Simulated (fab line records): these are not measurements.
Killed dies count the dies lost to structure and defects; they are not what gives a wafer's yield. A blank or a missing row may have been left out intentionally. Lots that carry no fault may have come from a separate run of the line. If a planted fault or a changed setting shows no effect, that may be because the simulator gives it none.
Chamber matching -- flow n5_finfet -- 4 sister chambers for N5_BEOL_M13_ETCH_38 on rie_diel-03
The step etches SiCN in CF4/N2, target depth 67.5 nm, time 71.9 s. 4 wafers are shown with their chamber, then 12 later ones without.

== WAFERS PAIRED WITH THEIR CHAMBERS ==
wafer,chamber,showerhead_plenum_p_Torr (Torr)
L088.2,1,2.17
L086.1,3,2.11
L086.3,0,2.27
L086.5,2,2.14

== WAFERS WHOSE CHAMBER IS MISSING ==
wafer,showerhead_plenum_p_Torr (Torr)
L087.3,2.17
L087.4,2.14
L087.5,2.10
L090.1,2.27
L090.2,2.17
L090.3,2.10
L091.1,2.10
L091.3,2.16
L091.6,2.10
L092.1,2.13
L092.4,2.16
L092.6,2.10

== WHICH CHAMBER EACH WENT THROUGH ==
wafer,from the rows above,in truth
L087.3,1,1
L087.4,2,2
L087.5,3,3
L090.1,0,0
L090.2,1,1
L090.3,3,3
L091.1,3,3
L091.3,can't be placed: 1 or 2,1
L091.6,3,3
L092.1,can't be placed: 2 or 3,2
L092.4,can't be placed: 1 or 2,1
L092.6,3,3
9 of 12 placed correctly. Can't be placed from these rows: 3 (the true chamber is among the candidates in 3). Placed wrongly: 0.
How it was worked out, from the rows above alone: a wafer's distance from a chamber is the root of the sum, over the readings, of the square of ((its reading less the chamber's mean) divided by the reading's scatter). The wafer belongs to the nearest chamber; if the next one is less than 2 further off, it can't be placed. The mean given for a chamber averages the wafers shown for that chamber. The scatter: with one shown wafer a chamber, the root of the mean of the squares of how far each hidden wafer lies from its nearest shown one.
